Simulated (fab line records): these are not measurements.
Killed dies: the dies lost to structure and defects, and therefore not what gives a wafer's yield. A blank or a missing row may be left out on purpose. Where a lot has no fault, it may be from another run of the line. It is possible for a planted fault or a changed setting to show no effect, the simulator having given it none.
fab line records + flow n5Finfet
[record]
- lots = 9
- wafers = 27
- lastDay = 18
route steps=1938 shown HKMG_FIN@410 BEOL_M4@1111 PASSIVATION@1936
lots untouched by any fault: they come from a run of this same line in which no faults occurred
startH: hours from the record's opening day to when the first of the lot's shown wafers began + waitH: hours since the lot's step before + " same as the row above + L1.1+2: a single row standing in for several wafers + - no value, or no start given + * or withheld: withheld + < > ~ a bound
route shown NAME@n: NAME is a module with steps in the file, n the number in the route of the first one + usual: average and standard deviation across the fault-free wafers + same: alike in all rows + chamber/n: place in a boat + sites: per-site readings + _std_site: standard deviation across them + _edge_site: outer sites' mean less inner sites' + radiusMm: how far each site lies from the wafer's centre + mask NAME#n: copy n + behind: the most recent tool/chamber to have shaped the wafer + hold: what put the lot on hold/how long, in hours/how the hold closed + device: transistor that didn't switch, given as n, p or np + end of line: at the end of the route, the tests of the same wafers + where a step has no rows: the recipe by itself + killed: dies that structure and defects cost at the first sort, which is not the same as the wafer's yield + map: dies across one wafer; x = killed, . = not, _ = none there
set.NAME: the setting as run; set.NAME@STEP: as run at that earlier step + model.NAME: the simulator's own value behind a step, which no gauge read
one table for each step of the route and one row for each wafer, over a sample of lots
services: the hour from which a tool's chamber was out of use, counted from the record's first day as startH (under 0 if before that day), plus the number of hours and why
[[steps]]
[step N5_HKMG_FIN_WET_ETCH_77]
[recipe]
- chemistry = dHCl
- mix = 1:10000
- tempC = 25
- target = La2O3
- stopOn = HfO2
- targetDepthNm = 2
| lot.wafer  | tool        | chamber | startH | waitH |
|------------|-------------|---------|--------|-------|
| L409.2+5+6 | wetBench-02 | 4,7,6   | 75.16  | 0.3   |
| L411.1+2+5 | wetBench-04 | 1,2,0   | 86.56  | 0.3   |
| L414.2+3+4 | wetBench-06 | 6,0,5   | 104.17 | 0.3   |
| L416.2+5+6 | wetBench-04 | 7,0,4   | 115.91 | 0.3   |
| L423.1+3+6 | wetBench-04 | 3,7,4   | 158.71 | 0.3   |
| L426.1+5+6 | wetBench-04 | 2,1,4   | 177.00 | 0.3   |
| L429.2+4+6 | wetBench-06 | 4,7,6   | 192.42 | 0.3   |
| L430.1+4+5 | wetBench-02 | 1,5,4   | 196.55 | 0.5   |
| L431.2+4+6 | wetBench-06 | 6,7,5   | 208.28 | 0.3   |
[step N5_HKMG_FIN_ALD_79]
[recipe]
- material = TiN
- targetThkA = 15
- tempC = 400
- aldPrecursorFamily = TiCl4
- aldCoReactant = NH3
- pulseTimeS = 1
- purgeTimeS = 3
- coReactantPurgeTimeS = 2
- coReactantPulseTimeS = 2
- aldCycles = 68
- pressureTorr = 3
[usual]
- heaterPowerW = 898/89
- precursorPulseHeightRel = 1.000/0.019
| lot.wafer | tool        | chamber | startH | waitH | heaterPowerW | precursorPulseHeightRel |
|-----------|-------------|---------|--------|-------|--------------|-------------------------|
| L409.2    | aldMetal-02 | 0       | 75.26  | 0.0   | 738          | 1.015                   |
| L409.5    | "           | 1       | "      | "     | 923          | 1.005                   |
| L409.6    | "           | 2       | "      | "     | 1023         | 0.988                   |
| L411.1    | aldMetal-03 | 3       | 86.66  | 0.0   | 888          | 1.011                   |
| L411.2    | "           | 0       | "      | "     | 975          | 1.028                   |
| L411.5    | "           | 3       | "      | "     | 893          | 1.004                   |
| L414.2    | aldMetal-03 | 2       | 104.34 | 0.0   | 993          | 1.009                   |
| L414.3    | "           | 3       | "      | "     | 873          | 0.996                   |
| L414.4    | "           | 0       | "      | "     | 1017         | 0.986                   |
| L416.2    | aldMetal-02 | 1       | 116.01 | 0.0   | 890          | 0.973                   |
| L416.5    | "           | 2       | "      | "     | 995          | 0.992                   |
| L416.6    | "           | 1       | "      | "     | 906          | 0.988                   |
| L423.1    | aldMetal-01 | 0       | 158.81 | 0.0   | 799          | 0.965                   |
| L423.3    | "           | 2       | "      | "     | 997          | 1.015                   |
| L423.6    | "           | 2       | "      | "     | 982          | 1.012                   |
| L426.1    | aldMetal-01 | 0       | 177.18 | 0.0   | 794          | 0.983                   |
| L426.5    | "           | 2       | "      | "     | 1020         | 1.008                   |
| L426.6    | "           | 3       | "      | "     | 907          | 1.009                   |
| L429.2    | aldMetal-01 | 0       | 192.52 | 0.0   | 782          | 0.983                   |
| L429.4    | "           | 1       | "      | "     | 800          | 1.009                   |
| L429.6    | "           | 3       | "      | "     | 907          | 0.999                   |
| L430.1    | aldMetal-01 | 3       | 196.65 | 0.0   | 883          | 1.042                   |
| L430.4    | "           | 0       | "      | "     | 780          | 0.994                   |
| L430.5    | "           | 2       | "      | "     | 974          | 1.007                   |
| L431.2    | aldMetal-03 | 1       | 208.38 | 0.0   | 750          | 1.049                   |
| L431.4    | "           | 2       | "      | "     | 948          | 1.002                   |
| L431.6    | "           | 2       | "      | "     | 974          | 1.024                   |
[step N5_HKMG_FIN_OVL_MEAS_13]
[recipe]
- pointsPerWafer = 44
[usual]
- NWFM_OVL = -0.2/0.84
| lot.wafer | tool       | chamber | startH | waitH | NWFM_OVL[nm] |
|-----------|------------|---------|--------|-------|--------------|
| L409.2    | overlay-01 | 0       | 77.23  | 0.0   | -1.1         |
| L409.5    | "          | 0       | "      | "     | -0.7         |
| L409.6    | "          | 0       | "      | "     | -1.8         |
| L411.1    | overlay-01 | 0       | 88.50  | 0.0   | 0.6          |
| L411.2    | "          | 0       | "      | "     | -0.4         |
| L411.5    | "          | 0       | "      | "     | 0.6          |
| L414.2    | overlay-02 | 0       | 106.39 | 0.0   | -1.9         |
| L414.3    | "          | 0       | "      | "     | -1.7         |
| L414.4    | "          | 0       | "      | "     | -0.6         |
| L416.2    | overlay-01 | 0       | 117.86 | 0.0   | 0.3          |
| L416.5    | "          | 0       | "      | "     | -0.7         |
| L416.6    | "          | 0       | "      | "     | 0.8          |
| L423.1    | overlay-01 | 0       | 160.84 | 0.0   | -0.7         |
| L423.3    | "          | 0       | "      | "     | -0.1         |
| L423.6    | "          | 0       | "      | "     | -1.4         |
| L426.1    | overlay-02 | 0       | 179.39 | 0.0   | 0.0          |
| L426.5    | "          | 0       | "      | "     | 0.7          |
| L426.6    | "          | 0       | "      | "     | 0.5          |
| L429.2    | overlay-02 | 0       | 194.49 | 0.0   | 0.5          |
| L429.4    | "          | 0       | "      | "     | 1.2          |
| L429.6    | "          | 0       | "      | "     | -0.3         |
| L430.1    | overlay-02 | 0       | 198.60 | 0.0   | 0.0          |
| L430.4    | "          | 0       | "      | "     | 0.3          |
| L430.5    | "          | 0       | "      | "     | 0.0          |
| L431.2    | overlay-01 | 0       | 210.21 | 0.0   | -0.2         |
| L431.4    | "          | 0       | "      | "     | -0.6         |
| L431.6    | "          | 0       | "      | "     | 0.2          |
[step N5_HKMG_FIN_INSPECT_14]
[recipe]
- mode = adi
- inspectInstrument = macro
[usual]
- rawDefectCount = 2.1/1.3
| lot.wafer | tool             | chamber | startH | waitH | rawDefectCount |
|-----------|------------------|---------|--------|-------|----------------|
| L409.2    | defectInspect-01 | -       | 77.25  | 0.0   | 1              |
| L409.5    | "                | -       | "      | "     | 1              |
| L409.6    | "                | -       | "      | "     | 0              |
| L411.1    | defectInspect-02 | -       | 88.52  | 0.0   | 3              |
| L411.2    | "                | -       | "      | "     | 2              |
| L411.5    | "                | -       | "      | "     | 2              |
| L414.2    | defectInspect-02 | -       | 106.41 | 0.0   | 0              |
| L414.3    | "                | -       | "      | "     | 2              |
| L414.4    | "                | -       | "      | "     | 3              |
| L416.2    | defectInspect-01 | -       | 117.88 | 0.0   | 1              |
| L416.5    | "                | -       | "      | "     | 2              |
| L416.6    | "                | -       | "      | "     | 4              |
| L423.1    | defectInspect-02 | -       | 160.86 | 0.0   | >300           |
| L423.3    | "                | -       | "      | "     | >300           |
| L423.6    | "                | -       | "      | "     | >300           |
| L426.1    | defectInspect-02 | -       | 179.41 | 0.0   | >300           |
| L426.5    | "                | -       | "      | "     | >300           |
| L426.6    | "                | -       | "      | "     | >300           |
| L429.2    | defectInspect-01 | -       | 194.52 | 0.0   | 4              |
| L429.4    | "                | -       | "      | "     | 1              |
| L429.6    | "                | -       | "      | "     | 1              |
| L430.1    | defectInspect-01 | -       | 198.62 | 0.0   | 1              |
| L430.4    | "                | -       | "      | "     | 1              |
| L430.5    | "                | -       | "      | "     | 2              |
| L431.2    | defectInspect-01 | -       | 210.23 | 0.0   | 2              |
| L431.4    | "                | -       | "      | "     | 3              |
| L431.6    | "                | -       | "      | "     | 3              |
[step N5_HKMG_FIN_DESCUM_17]
[recipe]
- chemistry = O2
- timeS = 7.9
- sourcePowerW = 50
- biasPowerW = 20
- pressureMtorr = 20
- rfFrequencyHz = 2.712e+07
- tempC = 40
- resist = CAR-ArF
- o2FlowSccm = 225
[usual]
- chamberPressureMTorr = 20.000/0.017
- drypumpMotorCurrentA = 5.9/0.58
- oesProductAu = 0.78/0.079
- rfVppV = 243.6/1.5
- showerheadPlenumPTorr = 2.11/0.082
- throttleValvePct = 20.34/0.28
| lot.wafer | tool       | chamber | startH | waitH | chamberPressureMTorr | drypumpMotorCurrentA | oesProductAu | rfHoursCounterH | rfVppV | showerheadPlenumPTorr | throttleValvePct |
|-----------|------------|---------|--------|-------|----------------------|----------------------|--------------|-----------------|--------|-----------------------|------------------|
| L409.2    | rieDiel-05 | 0       | 77.28  | 0.0   | 19.975               | 5.6                  | 0.70         | 209             | 244.1  | 2.17                  | 20.72            |
| L409.5    | "          | 3       | "      | "     | 20.011               | 6.2                  | 0.74         | -               | 242.6  | 2.01                  | 20.45            |
| L409.6    | "          | 0       | "      | "     | 19.999               | 5.6                  | 0.70         | -               | 244.7  | 2.17                  | 20.74            |
| L411.1    | rieDiel-01 | 3       | 88.56  | 0.0   | 20.039               | 5.1                  | 0.90         | 23              | 242.5  | 2.03                  | 19.90            |
| L411.2    | "          | 1       | "      | "     | 19.985               | 6.1                  | 0.85         | 61              | 245.6  | 2.22                  | 20.44            |
| L411.5    | "          | 0       | "      | "     | 20.043               | 6.8                  | 0.77         | -               | 242.4  | 2.09                  | 20.46            |
| L414.2    | rieDiel-05 | 0       | 106.44 | 0.0   | 20.030               | 5.6                  | 0.70         | 217             | 246.4  | 2.17                  | 20.74            |
| L414.3    | "          | 2       | "      | "     | 19.995               | 5.5                  | 0.74         | 165             | 244.8  | 2.18                  | 20.64            |
| L414.4    | "          | 3       | "      | "     | 20.004               | 6.2                  | 0.73         | 209             | 242.5  | 2.00                  | 20.46            |
| L416.2    | rieDiel-01 | 2       | 118.59 | 0.7   | 20.013               | 4.9                  | 0.73         | 171             | 241.5  | 2.00                  | 20.45            |
| L416.5    | "          | 3       | "      | "     | 19.975               | 5.1                  | 0.88         | -               | 241.5  | 2.03                  | 19.93            |
| L416.6    | "          | 0       | "      | "     | 19.995               | 6.8                  | 0.76         | -               | 243.5  | 2.09                  | 20.48            |
| L423.1    | rieDiel-01 | 0       | 160.89 | 0.0   | 20.005               | 6.8                  | 0.74         | 159             | 243.2  | 2.09                  | 20.51            |
| L423.3    | "          | 1       | "      | "     | 20.013               | 6.1                  | 0.82         | 86              | 247.1  | 2.21                  | 20.46            |
| L423.6    | "          | 2       | "      | "     | 20.013               | 4.9                  | 0.70         | -               | 241.8  | 2.00                  | 20.46            |
| L426.1    | rieDiel-02 | 2       | 180.06 | 0.7   | 20.000               | 5.6                  | 0.82         | 86              | 242.9  | 2.10                  | 20.35            |
| L426.5    | "          | 0       | "      | "     | 20.008               | 6.2                  | 0.71         | -               | 242.6  | 2.15                  | 20.07            |
| L426.6    | "          | 1       | "      | "     | 19.984               | 6.5                  | 0.91         | -               | 246.7  | 2.21                  | 19.95            |
| L429.2    | rieDiel-05 | 2       | 194.55 | 0.0   | 19.981               | 5.6                  | 0.72         | 192             | 245.2  | 2.17                  | 20.66            |
| L429.4    | "          | 0       | "      | "     | 19.991               | 5.6                  | 0.68         | 247             | 244.2  | 2.16                  | 20.79            |
| L429.6    | "          | 1       | "      | "     | 19.986               | 6.5                  | 0.71         | -               | 241.1  | 2.06                  | 19.98            |
| L430.1    | rieDiel-02 | 0       | 198.65 | 0.0   | 19.971               | 6.2                  | 0.71         | 212             | 243.5  | 2.15                  | 20.10            |
| L430.4    | "          | 1       | "      | "     | 20.030               | 6.5                  | 0.90         | 29              | 244.7  | 2.21                  | 19.94            |
| L430.5    | "          | 0       | "      | "     | 20.002               | 6.2                  | 0.71         | -               | 245.1  | 2.15                  | 20.09            |
| L431.2    | rieDiel-01 | 2       | 210.27 | 0.0   | 19.998               | 4.9                  | 0.70         | 203             | 241.9  | 1.99                  | 20.48            |
| L431.4    | "          | 1       | "      | "     | 20.008               | 6.1                  | 0.81         | 104             | 245.7  | 2.21                  | 20.49            |
| L431.6    | "          | 3       | "      | "     | 20.001               | 5.1                  | 0.83         | -               | 241.8  | 2.02                  | 19.97            |
[step N5_BEOL_M4_RC_MEAS_101]
[usual]
- DIBL_N = 36.3/1.8
- DIBL_P = 36.5/2.1
- IOFF_N = 0.16/0.031
- IOFF_P = 0.22/0.038
- ION_N = 677/12
- ION_P = 466/7.8
- SS_N = 71.5/0.61
- SS_P = 73.2/0.7
- VT_N = 249/3
- VT_P = -248.9/3
| lot.wafer | tool      | chamber | startH | waitH | DIBL_N[mV/V] | DIBL_P[mV/V] | IOFF_N[nA/um] | IOFF_P[nA/um] | ION_N[uA/um] | ION_P[uA/um] | SS_N[mV/dec] | SS_P[mV/dec] | VT_N[mV] | VT_P[mV] |
|-----------|-----------|---------|--------|-------|--------------|--------------|---------------|---------------|--------------|--------------|--------------|--------------|----------|----------|
| L409.2    | prober-02 | 0       | 187.03 | 1.1   | 34.6         | 35.1         | 0.14          | 0.22          | 676          | 472          | 71.2         | 73.5         | 251      | -245.7   |
| L409.5    | "         | 0       | "      | "     | 36.4         | 37.0         | 0.17          | 0.24          | 682          | 474          | 70.5         | 73.3         | 246      | -246.0   |
| L409.6    | "         | 0       | "      | "     | 34.8         | 34.2         | 0.13          | 0.21          | 662          | 464          | 71.4         | 72.3         | 252      | -249.5   |
| L411.1    | prober-02 | 0       | 200.24 | 0.0   | 38.2         | 38.6         | 0.20          | 0.24          | 693          | 464          | 72.0         | 73.6         | 247      | -246.9   |
| L411.2    | "         | 0       | "      | "     | 36.2         | 36.3         | 0.17          | 0.20          | 688          | 462          | 71.4         | 72.0         | 250      | -250.2   |
| L411.5    | "         | 0       | "      | "     | 39.2         | 38.9         | 0.22          | 0.27          | 691          | 466          | 72.4         | 73.8         | 244      | -246.2   |
| L416.2    | prober-02 | 0       | 217.02 | 0.2   | 35.5         | 37.0         | 0.17          | 0.27          | 689          | 478          | 71.1         | 73.5         | 246      | -243.1   |
| L416.5    | "         | 0       | "      | "     | 34.6         | 35.8         | 0.15          | 0.24          | 687          | 480          | 71.0         | 72.2         | 249      | -246.4   |
| L416.6    | "         | 0       | "      | "     | 39.3         | 42.0         | 0.28          | 0.38          | 708          | 488          | 72.2         | 73.6         | 238      | -240.6   |
| L414.2    | prober-01 | 0       | 231.71 | 0.2   | 38.0         | 38.8         | 0.20          | 0.24          | 697          | 470          | 72.1         | 74.1         | 246      | -249.7   |
| L414.3    | "         | 0       | "      | "     | 38.9         | 39.3         | 0.21          | 0.25          | 705          | 468          | 71.5         | 74.0         | 246      | -250.0   |
| L414.4    | "         | 0       | "      | "     | 37.6         | 37.4         | 0.17          | 0.22          | 679          | 458          | 71.4         | 74.1         | 249      | -252.2   |
| L423.1    | prober-02 | 0       | 267.05 | 0.0   | 36.2         | 36.2         | 0.15          | 0.23          | 666          | 464          | 71.3         | 73.1         | 252      | -248.3   |
| L423.3    | "         | 0       | "      | "     | 35.5         | 36.1         | 0.15          | 0.22          | 679          | 474          | 71.7         | 73.5         | 247      | -250.4   |
| L423.6    | "         | 0       | "      | "     | 39.4         | 40.5         | 0.21          | 0.32          | 687          | 479          | 71.9         | 73.8         | 244      | -243.2   |
| L426.1    | prober-01 | 0       | 281.64 | 0.0   | 35.2         | 34.0         | 0.14          | 0.20          | 668          | 466          | 71.4         | 72.5         | 251      | -248.6   |
| L426.5    | "         | 0       | "      | "     | 35.4         | 34.4         | 0.14          | 0.20          | 670          | 470          | 70.9         | 72.0         | 250      | -248.9   |
| L426.6    | "         | 0       | "      | "     | 36.0         | 35.0         | 0.16          | 0.22          | 685          | 478          | 71.8         | 72.4         | 248      | -248.1   |
| L429.2    | prober-02 | 0       | 300.58 | 0.2   | 33.1         | 33.0         | 0.12          | 0.19          | 661          | 466          | 70.7         | 71.9         | 255      | -247.7   |
| L429.4    | "         | 0       | "      | "     | 34.5         | 34.4         | 0.14          | 0.21          | 685          | 470          | 70.8         | 73.4         | 251      | -247.6   |
| L429.6    | "         | 0       | "      | "     | 35.5         | 35.7         | 0.16          | 0.23          | 669          | 469          | 70.9         | 72.7         | 248      | -248.0   |
| L430.1    | prober-02 | 0       | 307.68 | 0.0   | 32.2         | 32.2         | 0.10          | 0.15          | 641          | 449          | 70.8         | 72.1         | 256      | -254.0   |
| L430.4    | "         | 0       | "      | "     | 32.5         | 32.5         | 0.11          | 0.15          | 671          | 462          | 70.4         | 72.4         | 255      | -252.8   |
| L430.5    | "         | 0       | "      | "     | 33.8         | 33.8         | 0.12          | 0.17          | 650          | 453          | 70.7         | 72.5         | 253      | -252.0   |
| L431.2    | prober-01 | 0       | 316.46 | 0.2   | 36.1         | 36.8         | 0.17          | 0.23          | 682          | 469          | 71.8         | 73.2         | 248      | -249.1   |
| L431.4    | "         | 0       | "      | "     | 36.2         | 36.5         | 0.16          | 0.23          | 682          | 475          | 71.7         | 72.9         | 248      | -246.7   |
| L431.6    | "         | 0       | "      | "     | 36.2         | 37.3         | 0.16          | 0.25          | 683          | 467          | 71.4         | 73.1         | 249      | -244.5   |
[step N5_PASSIVATION_PROBE_49]
[usual]
- defectLimitedYield = 91.2/1.5
- killed_at_M0_to_M3 = 33/9.6
- killed_at_M4_up = 14/5.6
- killedAtContacts = 14/5.5
- killedAtFrontEnd = 40/13
- killedAtOther = 4/3
- killedDies = 104/17
- killedOpen = 68/13
- killedShort = 33/7.2
- sort_bin_4_leakage = 0.00/0.014
- sort_bin_5_function = 5.2/0.95
- sort_bin_6_memory = 3.3/0.62
- sort_bin_8_speed = 0.00/0.012
- sortNPass = 1076/17
- sortYieldPct = 91.2/1.5
[same]
- grossDies = 1180
- killedAtBackSide = 0
| lot.wafer | tool      | chamber | startH | waitH | defectLimitedYield[%] | killed_at_M0_to_M3 | killed_at_M4_up | killedAtContacts | killedAtFrontEnd | killedAtOther | killedDies | killedOpen | killedShort | sort_bin_4_leakage[%] | sort_bin_5_function[%] | sort_bin_6_memory[%] | sort_bin_8_speed[%] | sortNPass | sortYieldPct[%] |
|-----------|-----------|---------|--------|-------|-----------------------|--------------------|-----------------|------------------|------------------|---------------|------------|------------|-------------|-----------------------|------------------------|----------------------|---------------------|-----------|-----------------|
| L423.1    | prober-02 | -       | 386.41 | 0.0   | 80.2                  | 29                 | 6               | 15               | 182              | 2             | 234        | 51         | 36          | 0                     | 12.1                   | 4.2                  | 0                   | 946       | 80.2            |
| L423.3    | prober-02 | -       | 386.51 | 0.1   | 83.1                  | 14                 | 8               | 10               | 165              | 3             | 200        | 42         | 20          | 0                     | 10.3                   | 3.4                  | 0                   | 980       | 83.1            |
| L423.6    | prober-02 | -       | 386.66 | 0.3   | 80.5                  | 30                 | 10              | 8                | 176              | 6             | 230        | 61         | 31          | 0                     | 11.1                   | 4.7                  | 0                   | 950       | 80.5            |
| L426.1    | prober-02 | -       | 397.74 | 0.0   | 82.4                  | 33                 | 25              | 8                | 137              | 5             | 208        | 97         | 41          | 0                     | 11.3                   | 4.2                  | 0                   | 972       | 82.4            |
| L426.5    | prober-02 | -       | 397.94 | 0.2   | 83.8                  | 34                 | 25              | 6                | 120              | 6             | 191        | 79         | 45          | 0                     | 9.5                    | 3.9                  | 0                   | 989       | 83.8            |
| L426.6    | prober-02 | -       | 397.99 | 0.3   | 80.2                  | 38                 | 11              | 6                | 178              | 1             | 234        | 65         | 30          | 0                     | 12.4                   | 4.0                  | 0                   | 946       | 80.2            |
// killed by level:class
L423.1 HKMG_FIN:unspecified=145 FIN_SAQP:geometricParticle:open=10 FIN_SAQP:geometricParticle:short=8 MOL_CONTACT_COAG:geometricParticle:open=7 MOL_CONTACT_COAG:geometricParticle:short=7 BEOL_M2:geometricParticle:open=7 STI_FIN_REVEAL:geometricParticle:open=6 BEOL_M3:geometricParticle:open=6
L423.3 HKMG_FIN:unspecified=132 MOL_CONTACT_COAG:geometricParticle:open=9 FIN_SAQP:geometricParticle:open=6 FIN_SAQP:geometricParticle:short=5 HKMG_FIN:areaEtch=5 DUMMY_GATE:geometricParticle:open=4 BEOL_M4:geometricParticle:open=4 STI_FIN_REVEAL:geometricParticle:open=3
L423.6 HKMG_FIN:unspecified=138 FIN_SAQP:geometricParticle:open=11 BEOL_M1:geometricParticle:open=8 STI_FIN_REVEAL:geometricParticle:open=7 MOL_CONTACT_COAG:geometricParticle:open=7 BEOL_M2:geometricParticle:open=6 BEOL_M4:geometricParticle:open=6 FIN_SAQP:geometricParticle:short=5
L426.1 HKMG_FIN:unspecified=69 STI_FIN_REVEAL:geometricParticle:open=18 FIN_SAQP:geometricParticle:open=15 BEOL_M4:geometricParticle:open=12 BEOL_M2:geometricParticle:open=11 FIN_SAQP:geometricParticle:short=8 DUMMY_GATE:geometricParticle:open=8 GATE_CUT:geometricParticle:open=7
L426.5 HKMG_FIN:unspecified=63 FIN_SAQP:geometricParticle:open=23 FIN_SAQP:geometricParticle:short=14 BEOL_M4:geometricParticle:open=12 BEOL_M0_SAQP:geometricParticle:short=8 BEOL_M1:geometricParticle:open=6 BEOL_M2:geometricParticle:open=6 BEOL_M4:geometricParticle:short=5
L426.6 HKMG_FIN:unspecified=136 FIN_SAQP:geometricParticle:open=13 BEOL_M0_SAQP:geometricParticle:short=12 BEOL_M4:geometricParticle:open=8 STI_FIN_REVEAL:geometricParticle:open=7 BEOL_M2:geometricParticle:open=7 FIN_SAQP:geometricParticle:short=5 MOL_CONTACT_COAG:geometricParticle:open=5
[[services]]
| tool        | chamber | startH | hours | kind                         |
|-------------|---------|--------|-------|------------------------------|
| rieDiel-02  | 1       | 54.43  | 23.6  | repair                       |
| aldMetal-02 | 2       | 65.72  | 4.4   | repair                       |
| aldMetal-01 | -       | 76.63  | 2.2   | repair                       |
| rieDiel-02  | 3       | 78.32  | -     | clean                        |
| rieDiel-02  | 3       | 78.32  | -     | consumableReplace:focusRing  |
| rieDiel-02  | 3       | 78.32  | -     | consumableReplace:showerhead |
| rieDiel-02  | 3       | 78.32  | 12.3  | scheduledDown                |
| rieDiel-02  | 3       | 78.32  | 12.3  | ventCycle                    |
| rieDiel-02  | 1       | 90.78  | 3.3   | repair                       |
| rieDiel-02  | 1       | 94.14  | -     | clean                        |
| rieDiel-02  | 1       | 94.14  | -     | consumableReplace:focusRing  |
| rieDiel-02  | 1       | 94.14  | -     | consumableReplace:showerhead |
| rieDiel-02  | 1       | 94.14  | 24.2  | scheduledDown                |
| rieDiel-02  | 1       | 94.14  | 24.2  | ventCycle                    |
| rieDiel-05  | 2       | 107.24 | 8.5   | repair                       |
| wetBench-06 | -       | 149.51 | 4.0   | repair                       |
| aldMetal-03 | 3       | 152.04 | 7.2   | repair                       |
| rieDiel-01  | 3       | 165.61 | 6.2   | repair                       |
| wetBench-06 | -       | 194.02 | 2.5   | repair                       |
| rieDiel-01  | 1       | 200.33 | 1.6   | repair                       |
| rieDiel-05  | 0       | 203.00 | -     | clean                        |
| rieDiel-05  | 0       | 203.00 | -     | consumableReplace:focusRing  |
| rieDiel-05  | 0       | 203.00 | 22.6  | scheduledDown                |
| rieDiel-05  | 0       | 203.00 | 22.6  | ventCycle                    |
[[key]]
[firstSign]
- step = N5_HKMG_FIN_INSPECT_14
- reading = rawDefectCount
- direction = up
- sigmas = 99+
- usual = 2.1
- struck = >300
[effect]
- step = N5_PASSIVATION_PROBE_49
- reading = killedAtFrontEnd
- direction = up
- sigmas = 9.4
- usual = 40
- struck = 160
[moreKillsBornAt]
- N5_HKMG_FIN_WET_ETCH_77@wetBench-04 = 683
metAt N5_HKMG_FIN_WET_ETCH_77
struckLots L423,L426
notActingAt N5_HKMG_FIN_ALD_79,N5_HKMG_FIN_OVL_MEAS_13,N5_HKMG_FIN_DESCUM_17
onsetBetween 115.91 158.71
[fault]
- kind = chamberParticleSource
- tool = wetBench-04
- chamber = -
- onsetH = 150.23
- steps = N5_HKMG_FIN_WET_ETCH_77
- ratePerVisitCm2 = 1.2966
- endH = 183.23
